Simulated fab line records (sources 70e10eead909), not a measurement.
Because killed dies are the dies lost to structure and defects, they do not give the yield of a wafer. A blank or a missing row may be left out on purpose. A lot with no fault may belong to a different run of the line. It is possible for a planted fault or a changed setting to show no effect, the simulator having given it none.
fab line records	flow nand-harc
record lots=7	wafers=20	last-day=24
route steps=1159 shown A_ONON_D1@428 END@1159
lots with no fault: from the same line, run without faults
start-h: the number of hours between the record's first day and the start of the first shown wafer of the lot	wait-h: hours since the lot's step before	" same as the row above	L1.1+2: several wafers, shown together as one row	- no value present, or no start provided	* or withheld: withheld	< > ~ a bound
route shown NAME@n: NAME is a module with steps in the file, n the number in the route of the first one	usual: mean/standard deviation of fault-free wafers	same: alike in all rows	chamber/n: place in a boat	sites: the reading at each site	_std_site: how widely they spread, as a standard deviation	_edge_site: mean of outer sites minus mean of inner sites	radius-mm: for every site, how far away it sits from the centre of the wafer	mask NAME#n: copy n	behind: the most recent tool/chamber to have shaped the wafer	hold: why the lot went on hold/how many hours it stayed there/how the hold came to an end	device: transistor that didn't switch, given as n, p or np	end of line: tests of these same wafers at the route's end	a step without rows: its recipe alone	killed: dies lost to structure and defects at the first sort, not the wafer's yield	map: a wafer's dies, x killed, . not, _ none there
set.NAME: the setting as run; set.NAME@STEP: as run at that earlier step	model.NAME: the simulator's own value behind a step, which no gauge read
lots at some steps of the route; a table a step, a row a wafer
services: a tool's chamber out of use, with start hour (start-h, from the record's first day; less than 0 if before it), hours out, and reason
## steps
# step NHARC_A_ONON_D1_DEP_06
# recipe target-thk-a=10000	n2-flow-sccm=2750	n2o-flow-sccm=2000	nh3-flow-sccm=500	sih4-flow-sccm=210	temp-c=400
# step NHARC_A_ONON_D1_THK_MEAS_08
# recipe thk-meas-gauge=ellipsometry
# usual thk-nm=1005/10
lot.wafer	tool	chamber	start-h	wait-h	thk-nm
L690.1	film-metro-01	-	186.45	-	1009
L690.4	"	-	"	"	1008
L690.5	"	-	"	"	1008
L695.3	film-metro-02	-	220.90	-	996
L695.4	"	-	"	"	997
L695.5	"	-	"	"	997
L702.2	film-metro-02	-	261.53	-	1014
L702.6	"	-	"	"	1013
L703.2	film-metro-02	-	270.37	-	1009
L703.4	"	-	"	"	1008
L703.5	"	-	"	"	1009
L705.2	film-metro-02	-	280.58	-	1004
L705.4	"	-	"	"	1005
L705.6	"	-	"	"	1005
L706.4	film-metro-02	-	289.98	-	1014
L706.5	"	-	"	"	1013
L706.6	"	-	"	"	1013
L707.2	film-metro-01	-	290.09	-	999
L707.3	"	-	"	"	998
L707.4	"	-	"	"	998
# step NHARC_A_ONON_D1_DEP_09
# recipe target-thk-a=10000	n2-flow-sccm=2750	n2o-flow-sccm=2000	nh3-flow-sccm=500	sih4-flow-sccm=210	temp-c=400
# step NHARC_A_ONON_D1_THK_MEAS_11
# recipe thk-meas-gauge=ellipsometry
# usual thk-nm=1004/12
lot.wafer	tool	chamber	start-h	wait-h	thk-nm
L690.1	film-metro-02	-	187.01	-	1001
L690.4	"	-	"	"	998
L690.5	"	-	"	"	999
L695.3	film-metro-02	-	221.47	-	1027
L695.4	"	-	"	"	1026
L695.5	"	-	"	"	1026
L702.2	film-metro-02	-	262.12	-	1013
L702.6	"	-	"	"	1015
L703.2	film-metro-02	-	270.94	-	1005
L703.4	"	-	"	"	1009
L703.5	"	-	"	"	1005
L705.2	film-metro-02	-	281.15	-	1017
L705.4	"	-	"	"	1016
L705.6	"	-	"	"	1017
L706.4	film-metro-02	-	290.55	-	1003
L706.5	"	-	"	"	1001
L706.6	"	-	"	"	1002
L707.2	film-metro-01	-	290.66	-	1019
L707.3	"	-	"	"	1017
L707.4	"	-	"	"	1017
# step NHARC_A_ONON_D1_DEP_12
# recipe target-thk-a=10000	n2-flow-sccm=2750	n2o-flow-sccm=2000	nh3-flow-sccm=500	sih4-flow-sccm=210	temp-c=400
# step NHARC_A_ONON_D1_THK_MEAS_14
# recipe thk-meas-gauge=ellipsometry
# usual thk-nm=996/7.8
lot.wafer	tool	chamber	start-h	wait-h	thk-nm
L690.1	film-metro-01	-	187.57	-	981
L690.4	"	-	"	"	982
L690.5	"	-	"	"	981
L695.3	film-metro-02	-	222.06	-	990
L695.4	"	-	"	"	992
L695.5	"	-	"	"	989
L702.2	film-metro-02	-	262.69	-	997
L702.6	"	-	"	"	998
L703.2	film-metro-01	-	271.50	-	998
L703.4	"	-	"	"	997
L703.5	"	-	"	"	996
L705.2	film-metro-02	-	281.71	-	998
L705.4	"	-	"	"	999
L705.6	"	-	"	"	999
L706.4	film-metro-02	-	291.11	-	1002
L706.5	"	-	"	"	1000
L706.6	"	-	"	"	999
L707.2	film-metro-02	-	291.24	-	1008
L707.3	"	-	"	"	1009
L707.4	"	-	"	"	1008
# step NHARC_A_ONON_D1_ANNEAL_15
# recipe temp-c=750	time-s=3600
# step NHARC_A_ONON_D1_DEP_16
# recipe target-thk-a=10000	n2-flow-sccm=2750	n2o-flow-sccm=2000	nh3-flow-sccm=500	sih4-flow-sccm=210	temp-c=400
# step NHARC_A_ONON_D1_THK_MEAS_18
# recipe thk-meas-gauge=ellipsometry
# usual thk-nm=1001/7.8
lot.wafer	tool	chamber	start-h	wait-h	thk-nm
L690.1	film-metro-01	-	197.98	-	1007
L690.4	"	-	"	"	1009
L690.5	"	-	"	"	1009
L695.3	film-metro-02	-	229.12	-	999
L695.4	"	-	"	"	997
L695.5	"	-	"	"	999
L702.2	film-metro-01	-	269.89	-	982
L702.6	"	-	"	"	981
L703.2	film-metro-02	-	279.75	-	1002
L703.4	"	-	"	"	1002
L703.5	"	-	"	"	1003
L705.2	film-metro-01	-	289.74	-	993
L705.4	"	-	"	"	992
L705.6	"	-	"	"	993
L707.2	film-metro-01	-	299.34	-	1018
L707.3	"	-	"	"	1017
L707.4	"	-	"	"	1017
L706.4	film-metro-02	-	299.36	-	992
L706.5	"	-	"	"	991
L706.6	"	-	"	"	993
# step NHARC_A_ONON_D1_DEP_19
# recipe target-thk-a=10000	n2-flow-sccm=2750	n2o-flow-sccm=2000	nh3-flow-sccm=500	sih4-flow-sccm=210	temp-c=400
# step NHARC_A_ONON_D1_THK_MEAS_21
# recipe thk-meas-gauge=ellipsometry
# usual thk-nm=995/10
lot.wafer	tool	chamber	start-h	wait-h	thk-nm
L690.1	film-metro-01	-	198.54	-	991
L690.4	"	-	"	"	991
L690.5	"	-	"	"	991
L695.3	film-metro-01	-	229.69	-	1012
L695.4	"	-	"	"	1011
L695.5	"	-	"	"	1012
L702.2	film-metro-02	-	270.46	-	1010
L702.6	"	-	"	"	1010
L703.2	film-metro-02	-	280.31	-	1007
L703.4	"	-	"	"	1005
L703.5	"	-	"	"	1005
L705.2	film-metro-02	-	290.31	-	984
L705.4	"	-	"	"	986
L705.6	"	-	"	"	984
L707.2	film-metro-01	-	299.90	-	990
L707.3	"	-	"	"	993
L707.4	"	-	"	"	991
L706.4	film-metro-02	-	299.92	-	1005
L706.5	"	-	"	"	1004
L706.6	"	-	"	"	1005
# step NHARC_A_ONON_D1_DEP_22
# recipe target-thk-a=10000	n2-flow-sccm=2750	n2o-flow-sccm=2000	nh3-flow-sccm=500	sih4-flow-sccm=210	temp-c=400
# usual n2-flow-sccm=2750/8.5	sih4-flow-sccm=210.0/0.69
lot.wafer	tool	chamber	start-h	wait-h	n2-flow-sccm	sih4-flow-sccm
L690.1	pecvd-onon-03	0	198.60	0.1	2755	209.1
L690.4	"	0	"	"	2748	210.1
L690.5	"	0	"	"	2761	210.3
L695.3	pecvd-onon-01	0	229.87	0.2	2764	211.0
L695.4	"	0	"	"	2755	211.6
L695.5	"	0	"	"	2759	209.1
L702.2	pecvd-onon-03	0	270.57	0.1	2743	210.6
L702.6	"	0	"	"	2745	210.4
L703.2	pecvd-onon-03	0	280.43	0.1	2741	210.8
L703.4	"	0	"	"	2754	210.3
L703.5	"	0	"	"	2745	209.7
L705.2	pecvd-onon-01	0	290.43	0.1	2753	209.3
L705.4	"	0	"	"	2766	209.7
L705.6	"	0	"	"	2747	209.5
L707.2	pecvd-onon-01	0	300.02	0.1	2748	211.1
L707.3	"	0	"	"	2734	211.0
L707.4	"	0	"	"	2746	209.4
L706.4	pecvd-onon-03	0	300.15	0.2	2739	209.7
L706.5	"	0	"	"	2735	210.2
L706.6	"	0	"	"	2740	210.3
# step NHARC_A_ONON_D1_THK_MEAS_24
# recipe thk-meas-gauge=ellipsometry
# usual thk-nm=1002/9.4
lot.wafer	tool	chamber	start-h	wait-h	thk-nm
L690.1	film-metro-01	-	199.14	-	1007
L690.4	"	-	"	"	1006
L690.5	"	-	"	"	1006
L695.3	film-metro-01	-	230.26	-	994
L695.4	"	-	"	"	992
L695.5	"	-	"	"	995
L702.2	film-metro-02	-	271.02	-	1758
L702.6	"	-	"	"	1004
L703.2	film-metro-01	-	280.87	-	1754
L703.4	"	-	"	"	1754
L703.5	"	-	"	"	1000
L705.2	film-metro-01	-	290.88	-	992
L705.4	"	-	"	"	990
L705.6	"	-	"	"	991
L707.2	film-metro-01	-	300.47	-	1009
L707.3	"	-	"	"	1011
L707.4	"	-	"	"	1009
L706.4	film-metro-02	-	300.49	-	1752
L706.5	"	-	"	"	996
L706.6	"	-	"	"	995
# step NHARC_A_ONON_D1_DEP_25
# recipe target-thk-a=10000	n2-flow-sccm=2750	n2o-flow-sccm=2000	nh3-flow-sccm=500	sih4-flow-sccm=210	temp-c=400
# step NHARC_END_SORT_01
# recipe temp-c=25
# usual killed-at-array=26/9	killed-at-other=0.8/1.2	killed-at-periphery=3.2/2.3	killed-dies=30/9.1	killed-open=3.5/2	killed-short=1.8/1.4
# same gross-dies=677
lot.wafer	tool	chamber	start-h	wait-h	killed-at-array	killed-at-other	killed-at-periphery	killed-dies	killed-open	killed-short
L695.4	prober-01	0	493.71	3.4	25	1	1	27	5	1
L702.2	prober-01	0	543.56	2.8	675	2	0	677	3	2
L702.6	prober-01	0	546.77	4.0	39	1	3	43	3	3
L703.2	prober-02	0	551.33	2.8	666	0	11	677	3	0
L703.4	prober-02	0	552.94	3.4	671	0	6	677	2	1
L706.4	prober-02	0	578.18	3.4	676	0	1	677	4	1
L706.5	prober-02	0	578.99	3.7	28	0	0	28	2	1
L706.6	prober-02	0	579.80	4.1	33	0	3	36	3	1
# killed by level:class
L695.4 A_SLIT:chamber-film-flake=9 A_CHANNEL_HOLE_D1:chamber-film-flake=5 A_CHANNEL_FILL_D1:chamber-film-flake=3 A_CONTACT:chamber-film-flake=3 A_CONTACT:geometric-particle:open=2 P_M0:geometric-particle:open=1 A_BLC:geometric-particle:open=1 A_BLC:geometric-particle:short=1
L702.2 A_ONON_D1:area-dep=640 A_CHANNEL_HOLE_D1:chamber-film-flake=22 A_CONTACT:chamber-film-flake=4 A_CONTACT:geometric-particle:open=3 A_STAIRCASE:chamber-film-flake=3 THIN_TSV:chamber-film-flake=2 A_ONON_D1:geometric-particle:short=1 A_SGD_CUT:geometric-particle:short=1
L702.6 A_CHANNEL_HOLE_D1:chamber-film-flake=20 A_CONTACT:chamber-film-flake=9 A_STAIRCASE:chamber-film-flake=4 A_CONTACT:geometric-particle:short=2 P_STI:chamber-film-flake=2 A_ONON_D1:geometric-particle:short=1 A_CONTACT:geometric-particle:open=1 A_BLC:geometric-particle:open=1
L703.2 A_ONON_D1:area-dep=635 A_CHANNEL_HOLE_D1:chamber-film-flake=22 A_CONTACT:chamber-film-flake=5 P_ZERO_WELL:chamber-film-flake=4 P_STI:chamber-film-flake=3 A_M0:chamber-film-flake=2 P_CONTACT:geometric-particle:open=1 P_M0:geometric-particle:open=1
L703.4 A_ONON_D1:area-dep=646 A_CHANNEL_HOLE_D1:chamber-film-flake=18 A_CONTACT:chamber-film-flake=3 A_CONTACT:geometric-particle:open=2 P_ZERO_WELL:chamber-film-flake=2 P_CONTACT:chamber-film-flake=2 P_M1:chamber-film-flake=2 A_M0:geometric-particle:short=1
L706.4 A_ONON_D1:area-dep=656 A_SLIT:chamber-film-flake=9 A_CHANNEL_HOLE_D1:chamber-film-flake=6 A_ONON_D1:geometric-particle:open=2 P_M1:geometric-particle:open=1 A_ONON_D1:geometric-particle:short=1 A_CONTACT:geometric-particle:open=1 A_ZERO_WELL:chamber-film-flake=1
L706.5 A_SLIT:chamber-film-flake=13 A_CHANNEL_HOLE_D1:chamber-film-flake=6 A_STAIRCASE:chamber-film-flake=3 A_CONTACT:chamber-film-flake=2 A_CHANNEL_FILL_D1:geometric-particle:short=1 A_SGD_CUT:geometric-particle:open=1 A_SLIT:geometric-particle:open=1 A_BONDPAD:chamber-film-flake=1
L706.6 A_SLIT:chamber-film-flake=14 A_CONTACT:chamber-film-flake=8 A_STAIRCASE:chamber-film-flake=5 A_CHANNEL_HOLE_D1:chamber-film-flake=4 P_CONTACT:geometric-particle:open=2 P_M0:geometric-particle:open=1 A_ONON_D1:geometric-particle:short=1 A_ZERO_WELL:chamber-film-flake=1
# map L702.2 (x killed, . not)
____________x____________
_________xxxxxxx_________
_______xxxxxxxxxxx_______
______xxxxxxxxxxxxx______
_____xxxxxxxxxxxxxxx_____
____xxxxxxxxxxxxxxxxx____
____xxxxxxxxxxxxxxxxx____
___xxxxxxxxxxxxxxxxxxx___
___xxxxxxxxxxxxxxxxxxx___
__xxxxxxxxxxxxxxxxxxxxx__
__xxxxxxxxxxxxxxxxxxxxx__
_xxxxxxxxxxxxxxxxxxxxxxx_
_xxxxxxxxxxxxxxxxxxxxxxx_
_xxxxxxxxxxxxxxxxxxxxxxx_
_xxxxxxxxxxxxxxxxxxxxxxx_
_xxxxxxxxxxxxxxxxxxxxxxx_
xxxxxxxxxxxxxxxxxxxxxxxxx
xxxxxxxxxxxxxxxxxxxxxxxxx
xxxxxxxxxxxxxxxxxxxxxxxxx
xxxxxxxxxxxxxxxxxxxxxxxxx
xxxxxxxxxxxxxxxxxxxxxxxxx
_xxxxxxxxxxxxxxxxxxxxxxx_
_xxxxxxxxxxxxxxxxxxxxxxx_
_xxxxxxxxxxxxxxxxxxxxxxx_
_xxxxxxxxxxxxxxxxxxxxxxx_
_xxxxxxxxxxxxxxxxxxxxxxx_
__xxxxxxxxxxxxxxxxxxxxx__
__xxxxxxxxxxxxxxxxxxxxx__
___xxxxxxxxxxxxxxxxxxx___
___xxxxxxxxxxxxxxxxxxx___
____xxxxxxxxxxxxxxxxx____
____xxxxxxxxxxxxxxxxx____
_____xxxxxxxxxxxxxxx_____
______xxxxxxxxxxxxx______
_______xxxxxxxxxxx_______
_________xxxxxxx_________
____________x____________
# map L703.2 (x killed, . not)
____________x____________
_________xxxxxxx_________
_______xxxxxxxxxxx_______
______xxxxxxxxxxxxx______
_____xxxxxxxxxxxxxxx_____
____xxxxxxxxxxxxxxxxx____
____xxxxxxxxxxxxxxxxx____
___xxxxxxxxxxxxxxxxxxx___
___xxxxxxxxxxxxxxxxxxx___
__xxxxxxxxxxxxxxxxxxxxx__
__xxxxxxxxxxxxxxxxxxxxx__
_xxxxxxxxxxxxxxxxxxxxxxx_
_xxxxxxxxxxxxxxxxxxxxxxx_
_xxxxxxxxxxxxxxxxxxxxxxx_
_xxxxxxxxxxxxxxxxxxxxxxx_
_xxxxxxxxxxxxxxxxxxxxxxx_
xxxxxxxxxxxxxxxxxxxxxxxxx
xxxxxxxxxxxxxxxxxxxxxxxxx
xxxxxxxxxxxxxxxxxxxxxxxxx
xxxxxxxxxxxxxxxxxxxxxxxxx
xxxxxxxxxxxxxxxxxxxxxxxxx
_xxxxxxxxxxxxxxxxxxxxxxx_
_xxxxxxxxxxxxxxxxxxxxxxx_
_xxxxxxxxxxxxxxxxxxxxxxx_
_xxxxxxxxxxxxxxxxxxxxxxx_
_xxxxxxxxxxxxxxxxxxxxxxx_
__xxxxxxxxxxxxxxxxxxxxx__
__xxxxxxxxxxxxxxxxxxxxx__
___xxxxxxxxxxxxxxxxxxx___
___xxxxxxxxxxxxxxxxxxx___
____xxxxxxxxxxxxxxxxx____
____xxxxxxxxxxxxxxxxx____
_____xxxxxxxxxxxxxxx_____
______xxxxxxxxxxxxx______
_______xxxxxxxxxxx_______
_________xxxxxxx_________
____________x____________
## services
tool	chamber	start-h	hours	kind
pecvd-onon-01	-	195.00	13.0	pm
## key
first-sign step=NHARC_A_ONON_D1_THK_MEAS_24	reading=thk-nm	direction=up	sigmas=80	usual=1002	struck=1755
effect step=NHARC_END_SORT_01	reading=killed-at-array	direction=up	sigmas=72	usual=26	struck=672
more-kills-born-at NHARC_A_ONON_D1_DEP_22@pecvd-onon-03=2577
met-at NHARC_A_ONON_D1_DEP_22
struck-wafers L702.2,L703.2,L703.4,L706.4
later-rows-left-out L702.2,L703.2,L703.4,L706.4
tester-left-out L702,L703,L706
onset-between 198.60 270.57
fault kind=process-parameter-drift	tool=pecvd-onon-03	chamber=-	onset-h=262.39	steps=NHARC_A_ONON_D1_DEP_22	channel=target-thk-a	offset=*	shape=step	end-h=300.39	scope=struck-wafers-only	acts-in=*	stated=*
# tester-left-out: of these lots the tester's yield and bins aren't shown, on N5 and GAA mostly nor the transistor test; their killed dies are dies lost to structure and defects alone, not to doping, threshold or leakage, so they don't give the yield
# later-rows-left-out: the simulator's readings of these wafers behind a module that went badly wrong aren't trusted and aren't shown, but for the sort
